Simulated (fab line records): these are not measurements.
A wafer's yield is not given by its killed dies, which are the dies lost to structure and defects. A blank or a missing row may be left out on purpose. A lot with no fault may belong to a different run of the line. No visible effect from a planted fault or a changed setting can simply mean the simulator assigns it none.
Lot-split experiment / flow n5Finfet / on a route of 1938 steps: 7 lots, 21 wafers read

THE SPLIT ITSELF
At N5_PMOS_HMC_CHANNEL_EPI_PEB_07 (peb time 60 s), the setting pebTempC was moved away from the recipe's 110 C on 11 of the 21 wafers read, by -3.2% to +3.3%. For the rest of the wafers, this setting stayed at what the recipe calls for.

SPLIT TO READING: what lies between them in the file, 1 step
- N5_PMOS_HMC_CHANNEL_EPI_DEVELOP_08: develop time 30 s

THE READING
cdNm, in nm, at N5_PMOS_HMC_CHANNEL_EPI_CD_MEAS_09 (target cd 237.4 nm). On this fab line, fault-free wafers typically give 237.6 nm with a standard deviation of 1.1 nm.

wafer=L074.1; tool, chamber at the split=lithoTrack-02, 0; pebTempC as run, C=106.5; against the recipe=-3.2%; cdNm, nm=227.6; against lot-mates on the recipe=-10.9
wafer=L074.2; tool, chamber at the split=lithoTrack-02, 0; pebTempC as run, C=106.5; against the recipe=-3.2%; cdNm, nm=226.4; against lot-mates on the recipe=-12.1
wafer=L074.3; tool, chamber at the split=lithoTrack-02, 0; pebTempC as run, C=110; against the recipe=recipe; cdNm, nm=238.5; against lot-mates on the recipe=-
wafer=L083.2; tool, chamber at the split=lithoTrack-05, 0; pebTempC as run, C=110; against the recipe=recipe; cdNm, nm=237.1; against lot-mates on the recipe=-
wafer=L083.3; tool, chamber at the split=lithoTrack-05, 0; pebTempC as run, C=110; against the recipe=recipe; cdNm, nm=238.5; against lot-mates on the recipe=-
wafer=L083.6; tool, chamber at the split=lithoTrack-05, 0; pebTempC as run, C=110; against the recipe=recipe; cdNm, nm=239.2; against lot-mates on the recipe=-
wafer=L089.1; tool, chamber at the split=lithoTrack-05, 0; pebTempC as run, C=110; against the recipe=recipe; cdNm, nm=237.5; against lot-mates on the recipe=-
wafer=L089.2; tool, chamber at the split=lithoTrack-05, 0; pebTempC as run, C=111.6; against the recipe=+1.5%; cdNm, nm=241.4; against lot-mates on the recipe=+4.2
wafer=L089.3; tool, chamber at the split=lithoTrack-05, 0; pebTempC as run, C=110; against the recipe=recipe; cdNm, nm=236.8; against lot-mates on the recipe=-
wafer=L090.3; tool, chamber at the split=lithoTrack-02, 0; pebTempC as run, C=112.8; against the recipe=+2.5%; cdNm, nm=246.3; against lot-mates on the recipe=+8.5
wafer=L090.4; tool, chamber at the split=lithoTrack-02, 0; pebTempC as run, C=110; against the recipe=recipe; cdNm, nm=237.8; against lot-mates on the recipe=-
wafer=L090.5; tool, chamber at the split=lithoTrack-02, 0; pebTempC as run, C=112.8; against the recipe=+2.5%; cdNm, nm=246.8; against lot-mates on the recipe=+9.0
wafer=L092.1; tool, chamber at the split=lithoTrack-02, 0; pebTempC as run, C=110; against the recipe=recipe; cdNm, nm=238.6; against lot-mates on the recipe=-
wafer=L092.2; tool, chamber at the split=lithoTrack-02, 0; pebTempC as run, C=110; against the recipe=recipe; cdNm, nm=241.0; against lot-mates on the recipe=-
wafer=L092.3; tool, chamber at the split=lithoTrack-02, 0; pebTempC as run, C=110; against the recipe=recipe; cdNm, nm=240.1; against lot-mates on the recipe=-
wafer=L093.3; tool, chamber at the split=lithoTrack-05, 0; pebTempC as run, C=112.1; against the recipe=+1.9%; cdNm, nm=241.6; against lot-mates on the recipe=no lot-mate on the recipe
wafer=L093.4; tool, chamber at the split=lithoTrack-05, 0; pebTempC as run, C=112.1; against the recipe=+1.9%; cdNm, nm=242.4; against lot-mates on the recipe=no lot-mate on the recipe
wafer=L093.5; tool, chamber at the split=lithoTrack-05, 0; pebTempC as run, C=112.1; against the recipe=+1.9%; cdNm, nm=244.0; against lot-mates on the recipe=no lot-mate on the recipe
wafer=L095.4; tool, chamber at the split=lithoTrack-02, 0; pebTempC as run, C=113.6; against the recipe=+3.3%; cdNm, nm=246.7; against lot-mates on the recipe=no lot-mate on the recipe
wafer=L095.5; tool, chamber at the split=lithoTrack-02, 0; pebTempC as run, C=113.6; against the recipe=+3.3%; cdNm, nm=248.2; against lot-mates on the recipe=no lot-mate on the recipe
wafer=L095.6; tool, chamber at the split=lithoTrack-02, 0; pebTempC as run, C=113.6; against the recipe=+3.3%; cdNm, nm=248.0; against lot-mates on the recipe=no lot-mate on the recipe

THE FIT
A straight line over all 21 wafers: cdNm changes by +3.08 nm for each +1% of pebTempC; r = +0.97; the points scatter about the line by 1.3 nm.
The same after taking each lot's own level away (the mean of its wafers on the recipe; 15 wafers): +3.51 nm for each +1%; r = +0.99; scatter 0.74 nm.
The reading moves by 11 nm for the largest change in pebTempC, on that fit.
Across the lots, their own levels run from 237.15 to 239.90 nm, a range of 2.5 times the standard deviation given above.
So the lot-to-lot level changes the slope: the two fits differ.
Check: -11.5 nm against its lot-mates is what the line predicts for one of the wafers moved furthest among these (-3.2%) when that wafer is left out of the fit. It came out at -10.9 nm against them.

ADDITIONAL SPLITS CARRIED BY THESE WAFERS
These wafers also went through other splits before the reading. Each is held against what the fit with the lots' levels taken away leaves over:
other split on the same wafers=N5_WELL_APT_COAT_02 spinRpm; wafers away from the commonest value=6; r with cdNm (lot level and that fit taken away)=+0.20

THE WHOLE CHAIN: every reading that the file lists as answering this split, in the file's order
step=N5_PMOS_HMC_CHANNEL_EPI_CD_MEAS_09; what it does=target cd 237.4 nm; reading=cdNm; change (the file's fit)=+3.46 nm for each +1% of the setting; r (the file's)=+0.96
step=N5_PMOS_HMC_CHANNEL_EPI_DESCUM_14; what it does=chemistry O2, time 7.9 s; reading=PMOS_HMC_CHANNEL_EPI.cdNm (the simulator's own value, which no gauge read); change (the file's fit)=+3.48 nm for each +1% of the setting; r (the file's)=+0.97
step=N5_PMOS_HMC_CHANNEL_EPI_ETCH_32; what it does=etches BARC in N2/H2, stops on SiO2, target depth 85.8 nm, time 50.3 s; reading=PMOS_HMC_CHANNEL_EPI.cdNm (the simulator's own value, which no gauge read); change (the file's fit)=+3.34 nm for each +1% of the setting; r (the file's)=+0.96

FILE'S OWN FIT
cdNm changes by +3.46 nm for each +1% of pebTempC, r = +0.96.
